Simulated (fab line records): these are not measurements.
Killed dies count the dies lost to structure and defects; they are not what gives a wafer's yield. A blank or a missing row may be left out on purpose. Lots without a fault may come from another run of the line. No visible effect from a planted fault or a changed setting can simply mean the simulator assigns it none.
fab line records -- flow nand-harc -- part 1 of 2: steps 1 to 22 of 32
record: lots: 5, wafers: 15, last-day: 34
route steps=1302 shown A_STAIRCASE@833
lots that met no fault: taken from a fault-free run of the same line
start-h: start of the lot's first displayed wafer, in hours after the record's first day -- wait-h: hours from the lot's prior step to this one -- " identical to the entry in the row above -- L1.1+2: several wafers, shown together as one row -- - no value, or no start given -- * or withheld: withheld -- < > ~ a bound
route shown NAME@n: names a module that has steps shown in the file, with the first one's number in the route -- usual: mean and standard deviation over wafers with no fault -- same: alike in all rows -- chamber/n: place in a boat -- sites: per-site readings -- _std_site: how widely they spread, as a standard deviation -- _edge_site: outer sites' mean less inner sites' -- radius-mm: for every site, how far away it sits from the centre of the wafer -- mask NAME#n: copy n -- behind: tool/chamber where the wafer was last shaped -- hold: why the lot went on hold/how many hours it stayed there/how the hold came to an end -- device: which transistor (n, p or np) failed to switch -- end of line: at the end of the route, the tests of the same wafers -- a step without rows: its recipe alone -- killed: at the first sort, the dies lost to defects and structure; wafer yield is something else -- map: shows each die of a wafer: x if killed, . if not, _ if none is there
set.NAME: the setting as run; set.NAME@STEP: as run at that earlier step -- model.NAME: the simulator's own value behind a step, which no gauge read
lots at selected steps of the route; one table per step, one row per wafer
services: a tool's chamber out of use, with start hour (start-h, from the record's first day; less than 0 if before it), hours out, and reason
== steps ==
step: NHARC_A_STAIRCASE_STRIP_464
recipe: o2-flow-sccm: 400, cos-flow-sccm: 20, ar-flow-sccm: 0, bias-w: 0, chemistry: O2/COS
lot.wafer,tool,chamber,start-h,wait-h
L074.4+1+6,rie-diel-05,"0,1,0",-,-
L089.1+2+5,rie-diel-04,"2,3,2",-,-
L094.4+6+5,rie-diel-05,"3,3,0",-,-
L095.1+3+2,rie-diel-11,"0,1,3",-,-
L096.4+1+5,rie-diel-05,"2,3,2",-,-
step: NHARC_A_STAIRCASE_ETCH_453
recipe: target-depth-a: 300, overetch-a: 30, time-s: 16.5, ion-energy-ev: 100, cf4-flow-sccm: 80, o2-flow-sccm: 20, ar-flow-sccm: 0, rf-w: 300, bias-w: 100, chemistry: CF4/O2
usual: drypump-motor-current-A: 5.8/0.5, oes_f_703_au: 1.000/0.0048, oes-product-au: 1.000/0.0095, rf-vpp-V: 197.7/1.6, showerhead-plenum-p-Torr: 1.33/0.066, throttle-valve-pct: 13.397/0.0098
lot.wafer,tool,chamber,start-h,wait-h,drypump-motor-current-A,oes_f_703_au,oes-product-au,rf-hours-counter-h,rf-vpp-V,showerhead-plenum-p-Torr,throttle-valve-pct
L074.4,rie-diel-05,3,-,-,4.9,1.000,0.988,48,194.9,1.24,13.398
L074.1,rie-diel-05,1,-,-,6.6,1.000,0.988,47,196.2,1.30,13.405
L074.6,rie-diel-05,3,-,-,4.9,0.991,0.995,-,195.8,1.24,13.403
L089.2,rie-diel-04,2,-,-,5.7,1.002,1.004,1,197.8,1.33,13.415
L089.1,rie-diel-04,3,-,-,6.2,1.007,1.008,1,198.0,1.32,13.407
L089.5,rie-diel-04,3,-,-,6.2,0.996,1.010,-,197.0,1.32,13.407
L094.4,rie-diel-05,3,-,-,4.9,1.004,0.999,54,199.7,1.43,13.381
L094.6,rie-diel-05,3,-,-,4.9,0.989,0.997,-,200.5,1.43,13.389
L094.5,rie-diel-05,0,-,-,5.5,1.005,1.005,-,198.4,1.37,13.389
L095.1,rie-diel-11,0,-,-,6.4,0.998,1.001,52,196.6,1.30,13.367
L095.2,rie-diel-11,1,-,-,5.8,1.002,0.998,51,199.4,1.37,13.404
L095.3,rie-diel-11,3,-,-,5.8,1.006,1.001,51,199.2,1.43,13.397
L096.4,rie-diel-05,1,-,-,6.6,0.997,1.002,8,197.1,1.28,13.401
L096.1,rie-diel-05,2,-,-,6.3,1.000,1.007,11,195.8,1.26,13.398
L096.5,rie-diel-05,2,-,-,6.3,0.996,1.007,-,197.6,1.26,13.399
step: NHARC_A_STAIRCASE_ETCH_315
recipe: target-depth-a: 25000, time-s: 607.1, ion-energy-ev: 800, c4f8-flow-sccm: 80, o2-flow-sccm: 60, ar-flow-sccm: withheld, rf-w: 600, bias-w: 3000, chemistry: C4F8/O2/Ar
usual: oes-product-au: 0.932/0.0083, rf-vpp-V: 1825/13
lot.wafer,tool,chamber,start-h,wait-h,oes-product-au,rf-hours-counter-h,rf-vpp-V
L074.1,rie-diel-05,1,-,-,0.930,47,1820
L074.4,rie-diel-05,3,-,-,0.949,48,1808
L074.6,rie-diel-05,2,-,-,0.935,-,1815
L089.2,rie-diel-04,1,-,-,0.937,1,1843
L089.1,rie-diel-04,3,-,-,0.941,1,1825
L089.5,rie-diel-04,2,-,-,0.926,-,1827
L094.4,rie-diel-05,2,-,-,0.946,40,1814
L094.6,rie-diel-05,0,-,-,0.935,-,1834
L094.5,rie-diel-05,1,-,-,0.932,-,1816
L095.2,rie-diel-11,2,-,-,0.929,54,1808
L095.3,rie-diel-11,3,-,-,0.932,51,1845
L095.1,rie-diel-11,0,-,-,0.933,53,1821
L096.1,rie-diel-05,3,-,-,0.926,16,1845
L096.4,rie-diel-05,0,-,-,0.929,15,1835
L096.5,rie-diel-05,2,-,-,0.935,-,1812
step: NHARC_A_STAIRCASE_STRIP_316
recipe: o2-flow-sccm: 500, ar-flow-sccm: 0, bias-w: 0, chemistry: O2
usual: drypump-motor-current-A: 5.8/0.51, oes-product-au: 1.000/0.0079, rf-vpp-V: 57.7/0.88, showerhead-plenum-p-Torr: 3.51/0.17, throttle-valve-pct: 17.036/0.0095
lot.wafer,tool,chamber,start-h,wait-h,drypump-motor-current-A,oes-product-au,rf-hours-counter-h,rf-vpp-V,showerhead-plenum-p-Torr,throttle-valve-pct
L074.1,rie-diel-05,0,-,-,5.5,0.993,48,56.9,3.65,17.021
L074.4,rie-diel-05,1,-,-,6.7,0.989,47,57.6,3.43,17.032
L074.6,rie-diel-05,3,-,-,4.9,0.986,-,55.8,3.28,17.047
L089.2,rie-diel-04,1,-,-,5.4,1.002,1,58.4,3.74,17.047
L089.1,rie-diel-04,2,-,-,5.7,0.997,1,58.0,3.51,17.036
L089.5,rie-diel-04,1,-,-,5.4,1.002,-,58.7,3.74,17.047
L094.4,rie-diel-05,2,-,-,6.4,1.001,40,56.7,3.34,17.030
L094.5,rie-diel-05,3,-,-,5.0,0.998,-,58.7,3.78,17.029
L094.6,rie-diel-05,0,-,-,5.5,1.004,-,57.8,3.62,17.037
L095.1,rie-diel-11,3,-,-,5.9,0.993,51,57.6,3.78,17.025
L095.2,rie-diel-11,0,-,-,6.5,0.998,53,59.2,3.45,17.043
L095.3,rie-diel-11,2,-,-,5.5,0.994,54,56.4,3.27,17.051
L096.1,rie-diel-05,3,-,-,5.0,0.986,16,59.8,3.77,17.034
L096.4,rie-diel-05,0,-,-,5.5,1.000,16,58.0,3.61,17.039
L096.5,rie-diel-05,2,-,-,6.3,0.997,-,56.8,3.33,17.017
step: NHARC_A_STAIRCASE_STRIP_317
recipe: time-s: 900, temp-c: 130, chemistry: SPM
lot.wafer,tool,chamber,start-h,wait-h
L074.4+1+6,wet-bench-05,"4,6,1",384.13,-
L089.2+1+5,wet-bench-05,"3,4,6",548.54,-
L094.5+6+4,wet-bench-05,"2,3,6",576.63,-
L095.3+2+1,wet-bench-01,"3,4,6",600.30,-
L096.4+1+5,wet-bench-01,"6,7,0",628.11,-
step: NHARC_A_STAIRCASE_PRECLEAN_318
recipe: time-s: *, temp-c: 50, bath-age-min: 0, chemistry: SC1
usual: h2o2-flow-mL-min: 56.62/0.19
lot.wafer,tool,chamber,start-h,wait-h,h2o2-flow-mL-min
L074.4,wet-bench-05,4,-,-,56.78
L074.1,wet-bench-05,6,-,-,57.04
L074.6,wet-bench-05,1,-,-,56.80
L089.2,wet-bench-05,3,-,-,56.84
L089.1,wet-bench-05,4,-,-,56.81
L089.5,wet-bench-05,6,-,-,56.79
L094.5,wet-bench-05,2,-,-,56.65
L094.6,wet-bench-05,3,-,-,56.68
L094.4,wet-bench-05,6,-,-,56.53
L095.3,wet-bench-01,3,-,-,56.29
L095.2,wet-bench-01,4,-,-,56.78
L095.1,wet-bench-01,6,-,-,56.38
L096.4,wet-bench-01,6,-,-,56.64
L096.1,wet-bench-01,7,-,-,56.64
L096.5,wet-bench-01,0,-,-,56.42
step: NHARC_A_STAIRCASE_SRD_329
lot.wafer,tool,chamber,start-h,wait-h
L074.4+1+6,wet-bench-05,"4,6,1",-,-
L089.2+1+5,wet-bench-05,"3,4,6",-,-
L094.5+6+4,wet-bench-05,"2,3,6",-,-
L095.3+2+1,wet-bench-01,"3,4,6",-,-
L096.4+1+5,wet-bench-01,"6,7,0",-,-
step: NHARC_A_STAIRCASE_ALD_415
recipe: target-thk-a: 300, pulse-time-s: 6, ald-cycles: 300, temp-c: 300, material: SiO2
usual: heater-power-outer-w: 258/33, heater-power-w: 461/54, precursor-pulse-height-rel: 1.001/0.021
lot.wafer,tool,chamber,start-h,wait-h,heater-power-outer-w,heater-power-w,precursor-pulse-height-rel
L074.1,ald-hk-02,3,384.65,0.1,233,420,1.019
L074.4,ald-hk-02,1,384.65,0.1,231,434,1.030
L074.6,ald-hk-02,3,384.65,0.1,237,429,0.998
L089.2,ald-hk-02,0,549.13,0.1,315,571,0.982
L089.1,ald-hk-02,1,549.13,0.1,236,438,0.992
L089.5,ald-hk-02,0,549.13,0.1,313,565,1.039
L094.4,ald-hk-01,2,577.38,0.3,289,529,1.006
L094.6,ald-hk-01,1,577.38,0.3,250,509,1.034
L094.5,ald-hk-01,2,577.38,0.3,279,523,1.001
L095.1,ald-hk-02,3,600.81,0.1,219,388,0.996
L095.3,ald-hk-02,1,600.81,0.1,238,457,0.991
L095.2,ald-hk-02,2,600.81,0.1,285,460,1.038
L096.4,ald-hk-01,3,630.88,2.3,193,357,0.990
L096.1,ald-hk-01,2,630.88,2.3,295,521,0.984
L096.5,ald-hk-01,0,630.88,2.3,236,447,0.982
step: NHARC_A_STAIRCASE_ETCHBACK_416
recipe: target-depth-a: 360, time-s: 7.2, c4f8-flow-sccm: withheld, o2-flow-sccm: 8, ar-flow-sccm: withheld, rf-w: 600, bias-w: 800, chemistry: C4F8/O2/Ar
usual: oes-product-au: 0.933/0.022, rf-vpp-V: 723/5
lot.wafer,tool,chamber,start-h,wait-h,oes-product-au,rf-hours-counter-h,rf-vpp-V
L074.1,rie-diel-05,2,-,-,0.921,47,718
L074.4,rie-diel-05,1,-,-,0.930,-,721
L074.6,rie-diel-05,2,-,-,0.909,-,720
L089.1,rie-diel-05,2,-,-,0.921,33,719
L089.2,rie-diel-05,3,-,-,0.929,47,731
L089.5,rie-diel-05,1,-,-,0.921,-,719
L094.6,rie-diel-04,2,-,-,0.942,-,722
L094.5,rie-diel-04,3,-,-,0.946,-,722
L094.4,rie-diel-04,1,-,-,0.931,-,729
L095.1,rie-diel-11,2,-,-,0.921,55,716
L095.2,rie-diel-11,3,-,-,0.922,52,731
L095.3,rie-diel-11,1,-,-,0.911,52,725
L096.4,rie-diel-11,3,-,-,1.000,4,730
L096.1,rie-diel-11,0,-,-,0.994,4,719
L096.5,rie-diel-11,3,-,-,0.989,-,730
step: NHARC_A_STAIRCASE_STRIP_476
recipe: time-s: 20, o2-flow-sccm: 500, ar-flow-sccm: 0, bias-w: 0, chemistry: O2
usual: drypump-motor-current-A: 5.8/0.55, oes-product-au: 1.001/0.0088, rf-vpp-V: 57.7/0.92, showerhead-plenum-p-Torr: 3.52/0.17, throttle-valve-pct: 17.037/0.0091
lot.wafer,tool,chamber,start-h,wait-h,drypump-motor-current-A,oes-product-au,rf-hours-counter-h,rf-vpp-V,showerhead-plenum-p-Torr,throttle-valve-pct
L074.1,rie-diel-05,2,388.53,0.1,6.3,0.983,47,57.0,3.37,17.034
L074.6,rie-diel-05,3,388.53,0.1,5.0,0.994,-,55.9,3.28,17.032
L074.4,rie-diel-05,1,388.53,0.1,6.7,0.998,-,58.1,3.43,17.031
L089.2,rie-diel-05,1,551.31,0.1,6.7,0.998,47,58.1,3.40,17.053
L089.1,rie-diel-05,3,551.31,0.1,5.0,1.008,47,58.1,3.78,17.033
L089.5,rie-diel-05,0,551.31,0.1,5.5,1.002,-,58.9,3.62,17.036
L094.4,rie-diel-04,3,579.35,0.0,6.3,1.010,-,58.7,3.48,17.034
L094.5,rie-diel-04,1,579.35,0.0,5.4,1.003,-,58.5,3.73,17.045
L094.6,rie-diel-04,2,579.35,0.0,5.7,1.019,-,58.2,3.51,17.026
L095.3,rie-diel-11,2,603.00,0.1,5.6,0.993,55,56.7,3.27,17.035
L095.1,rie-diel-11,3,603.00,0.1,5.8,1.004,52,58.9,3.78,17.042
L095.2,rie-diel-11,1,603.00,0.1,5.8,0.990,52,59.0,3.61,17.043
L096.4,rie-diel-11,3,633.05,0.1,5.8,1.005,4,60.7,3.77,17.039
L096.1,rie-diel-11,1,633.05,0.1,5.8,1.004,6,56.6,3.61,17.034
L096.5,rie-diel-11,0,633.05,0.1,6.5,0.993,-,57.6,3.44,17.052
step: NHARC_A_STAIRCASE_DEP_417
recipe: target-thk-a: 600, step-coverage-pct: 20, temp-c: 400, target-thk-nm: 60, flow-sccm: 200, rf-w: 450, material: Si3N4
usual: heater-power-outer-w: 478/78, heater-power-w: 768/100
lot.wafer,tool,chamber,start-h,wait-h,heater-power-outer-w,heater-power-w
L074.1,pecvd-03,2,388.68,-,391,633
L074.6,pecvd-03,2,388.68,-,399,640
L074.4,pecvd-03,0,388.68,-,356,618
L089.2,pecvd-01,2,551.57,-,461,740
L089.1,pecvd-01,0,551.57,-,609,917
L089.5,pecvd-01,2,551.57,-,483,732
L094.5,pecvd-01,0,579.58,-,590,919
L094.4,pecvd-01,1,579.58,-,444,791
L094.6,pecvd-01,2,579.58,-,582,877
L095.3,pecvd-01,0,603.09,-,514,823
L095.2,pecvd-01,1,603.09,-,470,810
L095.1,pecvd-01,2,603.09,-,557,853
L096.1,pecvd-03,2,633.28,-,450,707
L096.5,pecvd-03,0,633.28,-,374,627
L096.4,pecvd-03,2,633.28,-,451,712
step: NHARC_A_STAIRCASE_WET_418
recipe: temp-c: 160, target-depth-a: 200, chemistry: H3PO4
lot.wafer,tool,chamber,start-h,wait-h
L074.1+4+6,wet-h3po4-01,0,390.63,-
L089.1+2+5,wet-h3po4-02,0,553.29,1.6
L094.4+5+6,wet-h3po4-01,1,580.67,-
L095.1+2+3,wet-h3po4-01,1,605.09,-
L096.1+4+5,wet-h3po4-01,0,635.18,-
step: NHARC_A_STAIRCASE_PRECLEAN_419
recipe: time-s: *, temp-c: 50, bath-age-min: 0, chemistry: SC1
usual: h2o2-flow-mL-min: 56.60/0.18
lot.wafer,tool,chamber,start-h,wait-h,h2o2-flow-mL-min
L074.6,wet-bench-01,1,391.21,0.0,56.60
L074.4,wet-bench-01,3,391.21,0.0,56.84
L074.1,wet-bench-01,6,391.21,0.0,56.47
L089.5,wet-bench-02,7,553.86,0.0,57.00
L089.1,wet-bench-02,2,553.86,0.0,56.36
L089.2,wet-bench-02,3,553.86,0.0,56.68
L094.4,wet-bench-05,1,581.25,0.0,56.50
L094.6,wet-bench-05,3,581.25,0.0,56.53
L094.5,wet-bench-05,5,581.25,0.0,56.72
L095.2,wet-bench-05,3,605.67,0.0,56.59
L095.3,wet-bench-05,4,605.67,0.0,56.46
L095.1,wet-bench-05,6,605.67,0.0,56.67
L096.1,wet-bench-05,7,635.77,0.0,56.70
L096.4,wet-bench-05,0,635.77,0.0,56.48
L096.5,wet-bench-05,3,635.77,0.0,56.39
step: NHARC_A_STAIRCASE_SRD_421
lot.wafer,tool,chamber,start-h,wait-h
L074.6+4+1,wet-bench-01,"1,3,6",-,-
L089.5+1+2,wet-bench-02,"7,2,3",-,-
L094.4+6+5,wet-bench-05,"1,3,5",-,-
L095.2+3+1,wet-bench-05,"3,4,6",-,-
L096.1+4+5,wet-bench-05,"7,0,3",-,-
step: NHARC_A_STAIRCASE_ALD_420
recipe: target-thk-a: 200, pulse-time-s: 6, ald-cycles: 200, temp-c: 300, material: SiO2
usual: heater-power-outer-w: 257/31, heater-power-w: 462/54, precursor-pulse-height-rel: 0.999/0.02
lot.wafer,tool,chamber,start-h,wait-h,heater-power-outer-w,heater-power-w,precursor-pulse-height-rel
L074.4,ald-hk-01,1,391.35,-,260,520,1.009
L074.1,ald-hk-01,0,391.35,-,243,464,0.976
L074.6,ald-hk-01,2,391.35,-,291,524,0.974
L089.2,ald-hk-01,1,554.00,-,251,503,0.975
L089.1,ald-hk-01,0,554.00,-,236,444,1.016
L089.5,ald-hk-01,2,554.00,-,287,515,1.006
L094.4,ald-hk-01,3,582.33,-,189,349,1.000
L094.6,ald-hk-01,0,582.33,-,231,443,0.962
L094.5,ald-hk-01,1,582.33,-,260,506,1.039
L095.2,ald-hk-04,3,605.80,-,255,472,0.988
L095.3,ald-hk-04,0,605.80,-,260,425,0.969
L095.1,ald-hk-04,2,607.70,-,252,459,0.984
L096.4,ald-hk-02,3,636.06,-,218,403,1.011
L096.1,ald-hk-02,1,636.06,-,242,446,0.982
L096.5,ald-hk-02,3,636.06,-,224,396,0.990
step: NHARC_A_STAIRCASE_CVD_552
recipe: target-thk-a: 400, temp-c: 700, pressure-mtorr: 300, material: SiNx
usual: pressure-mtorr: 300.1/0.58, spike-tc-top-C: 718.8/2.4
lot.wafer,tool,chamber,start-h,wait-h,pressure-mtorr,spike-tc-top-C
L074.1,lpcvd-01,1,-,-,300.2,716.9
L074.4,lpcvd-01,1,-,-,299.4,715.2
L074.6,lpcvd-01,1,-,-,300.6,715.4
L089.1,lpcvd-01,0,-,-,300.8,719.8
L089.2,lpcvd-01,0,-,-,299.9,718.1
L089.5,lpcvd-01,0,-,-,300.1,717.4
L094.4,lpcvd-02,1,585.94,3.3,300.3,721.0
L094.5,lpcvd-02,1,585.94,3.3,300.1,720.0
L094.6,lpcvd-02,1,585.94,3.3,299.9,723.2
L095.1,lpcvd-02,1,613.19,4.9,300.3,721.1
L095.2,lpcvd-02,1,613.19,4.9,299.7,722.2
L095.3,lpcvd-02,1,613.19,4.9,300.2,721.1
L096.1,lpcvd-02,1,-,-,300.6,722.0
L096.4,lpcvd-02,1,-,-,300.6,721.7
L096.5,lpcvd-02,1,-,-,300.4,721.4
step: NHARC_A_STAIRCASE_DEP_151
recipe: target-thk-a: 72000, temp-c: 400, target-thk-nm: 7200, teos-flow-sccm: 200, rf-w: 500, material: SiO2
usual: heater-power-outer-w: 415/72, heater-power-w: 686/100, mfc-precursor-sccm: 200.0/0.59
lot.wafer,tool,chamber,start-h,wait-h,heater-power-outer-w,heater-power-w,mfc-precursor-sccm
L074.1,pecvd-03,0,399.58,0.6,419,684,199.2
L074.6,pecvd-03,1,399.58,0.6,311,544,200.1
L074.4,pecvd-03,0,399.58,0.6,347,576,199.4
L089.1,pecvd-03,2,562.33,0.4,426,671,199.1
L089.2,pecvd-03,0,562.33,0.4,339,578,200.7
L089.5,pecvd-03,1,562.33,0.4,312,559,199.9
L094.4,pecvd-03,2,591.38,0.7,356,595,198.5
L094.5,pecvd-03,0,591.38,0.7,326,556,200.6
L094.6,pecvd-03,1,591.38,0.7,316,559,200.8
L095.3,pecvd-03,0,616.81,0.4,394,610,200.1
L095.2,pecvd-03,1,616.81,0.4,423,703,199.7
L095.1,pecvd-03,2,616.81,0.4,392,622,198.5
L096.1,pecvd-01,2,645.55,0.5,541,818,200.0
L096.5,pecvd-01,2,645.55,0.5,442,711,200.4
L096.4,pecvd-01,0,645.55,0.5,439,717,199.9
step: NHARC_A_STAIRCASE_ANNEAL_320
recipe: temp-c: 750, time-s: 1800
usual: spike-tc-top-C: 763.7/2, tube-center-temp-C: 750.01/0.076
lot.wafer,tool,chamber,start-h,wait-h,spike-tc-top-C,tube-center-temp-C
L074.1,furnace-08,0,403.33,-,766.9,750.03
L074.4,furnace-08,0,403.33,-,765.5,750.00
L074.6,furnace-08,0,403.33,-,766.1,749.99
L089.1,furnace-08,0,563.26,-,765.3,749.97
L089.2,furnace-08,0,563.26,-,764.6,749.97
L089.5,furnace-08,0,563.26,-,763.1,750.02
L094.4,furnace-08,0,598.10,-,764.4,749.95
L094.5,furnace-08,0,598.10,-,764.5,750.06
L094.6,furnace-08,0,598.10,-,765.2,750.01
L095.1,furnace-08,0,620.77,-,764.5,749.91
L095.2,furnace-08,0,620.77,-,763.5,749.86
L095.3,furnace-08,0,620.77,-,764.3,750.01
L096.1,furnace-08,0,649.41,-,764.8,749.99
L096.4,furnace-08,0,649.41,-,766.3,749.97
L096.5,furnace-08,0,649.41,-,766.1,750.11
step: NHARC_A_STAIRCASE_DEP_322
recipe: target-thk-a: 72000, temp-c: 400, target-thk-nm: 7200, teos-flow-sccm: 200, rf-w: 500, material: SiO2
usual: heater-power-outer-w: 423/67, heater-power-w: 703/97, mfc-precursor-sccm: 200.0/0.65
lot.wafer,tool,chamber,start-h,wait-h,heater-power-outer-w,heater-power-w,mfc-precursor-sccm
L074.1,pecvd-03,1,406.71,0.1,397,666,201.2
L074.4,pecvd-03,1,406.71,0.1,309,539,199.8
L074.6,pecvd-03,2,406.71,0.1,344,576,199.3
L089.1,pecvd-01,2,566.72,0.2,497,773,199.5
L089.2,pecvd-01,0,566.72,0.2,545,834,201.0
L089.5,pecvd-01,2,566.72,0.2,441,723,200.3
L094.4,pecvd-01,0,601.72,0.3,445,740,199.7
L094.6,pecvd-01,1,601.72,0.3,369,696,200.0
L094.5,pecvd-01,2,601.72,0.3,442,693,200.4
L095.3,pecvd-04,2,624.12,0.1,443,743,200.6
L095.2,pecvd-04,0,624.12,0.1,554,890,199.5
L095.1,pecvd-04,1,624.12,0.1,372,628,200.1
L096.1,pecvd-03,0,652.99,0.3,375,598,199.6
L096.5,pecvd-03,1,652.99,0.3,317,561,200.0
L096.4,pecvd-03,2,652.99,0.3,369,588,199.2
step: NHARC_A_STAIRCASE_ANNEAL_323
recipe: temp-c: 750, time-s: 1800
usual: spike-tc-top-C: 762.5/1.7, tube-center-temp-C: 749.99/0.07
lot.wafer,tool,chamber,start-h,wait-h,spike-tc-top-C,tube-center-temp-C
L074.1,furnace-05,0,412.08,-,760.0,750.09
L074.4,furnace-05,0,412.08,-,762.3,749.88
L074.6,furnace-05,0,412.08,-,761.5,749.92
L089.1,furnace-05,0,570.37,-,760.0,750.13
L089.2,furnace-05,0,570.37,-,763.3,750
L089.5,furnace-05,0,570.37,-,760.0,750.04
L094.4,furnace-04,0,605.89,-,763.4,749.92
L094.5,furnace-04,0,605.89,-,762.2,750.11
L094.6,furnace-04,0,605.89,-,763.5,749.85
L095.1,furnace-04,0,628.58,-,762.5,749.91
L095.2,furnace-04,0,628.58,-,762.6,749.99
L095.3,furnace-04,0,628.58,-,764.0,750
L096.1,furnace-05,0,659.02,-,761.0,749.98
L096.4,furnace-05,0,659.02,-,761.5,749.99
L096.5,furnace-05,0,659.02,-,759.2,749.89
step: NHARC_A_STAIRCASE_DEP_325
recipe: target-thk-a: 72000, temp-c: 400, target-thk-nm: 7200, teos-flow-sccm: 200, rf-w: 500, material: SiO2
usual: heater-power-outer-w: 423/68, heater-power-w: 701/95, mfc-precursor-sccm: 199.9/0.61
lot.wafer,tool,chamber,start-h,wait-h,heater-power-outer-w,heater-power-w,mfc-precursor-sccm
L074.1,pecvd-04,1,415.54,0.2,428,672,200.0
L074.4,pecvd-04,0,415.54,0.2,419,741,199.5
L074.6,pecvd-04,2,415.54,0.2,348,638,199.4
L089.1,pecvd-03,0,573.74,0.1,345,574,200.2
L089.2,pecvd-03,1,573.74,0.1,389,640,200.0
L089.5,pecvd-03,2,573.74,0.1,358,602,199.9
L094.6,pecvd-01,1,609.53,0.3,376,688,198.9
L094.4,pecvd-01,2,609.53,0.3,456,695,200.4
L094.5,pecvd-01,0,609.53,0.3,456,736,200.0
L095.2,pecvd-03,0,632.02,0.1,364,609,199.6
L095.3,pecvd-03,1,632.02,0.1,320,560,200.4
L095.1,pecvd-03,2,632.02,0.1,457,734,200.6
L096.1,pecvd-04,2,662.50,0.2,413,726,200.9
L096.4,pecvd-04,1,662.50,0.2,371,578,199.4
L096.5,pecvd-04,0,662.50,0.2,411,721,200.4
step: NHARC_A_STAIRCASE_ANNEAL_326
recipe: temp-c: 750, time-s: 1800
usual: spike-tc-top-C: 763.6/2, tube-center-temp-C: 750/0.062
lot.wafer,tool,chamber,start-h,wait-h,spike-tc-top-C,tube-center-temp-C
L074.1,furnace-05,0,419.20,-,761.2,750.07
L074.4,furnace-05,0,419.20,-,762.6,750.03
L074.6,furnace-05,0,419.20,-,762.7,749.99
L089.1,furnace-08,0,580.20,-,766.1,749.99
L089.2,furnace-08,0,580.20,-,765.2,750.04
L089.5,furnace-08,0,580.20,-,765.5,749.98
L094.4,furnace-04,0,615.12,-,762.4,749.92
L094.5,furnace-04,0,615.12,-,762.6,749.93
L094.6,furnace-04,0,615.12,-,763.2,749.86
L095.1,furnace-08,0,635.97,-,765.2,749.97
L095.2,furnace-08,0,635.97,-,765.5,750.05
L095.3,furnace-08,0,635.97,-,767.4,749.98
L096.1,furnace-04,0,666.86,-,763.2,749.97
L096.4,furnace-04,0,666.86,-,762.1,750.12
L096.5,furnace-04,0,666.86,-,762.3,750.02
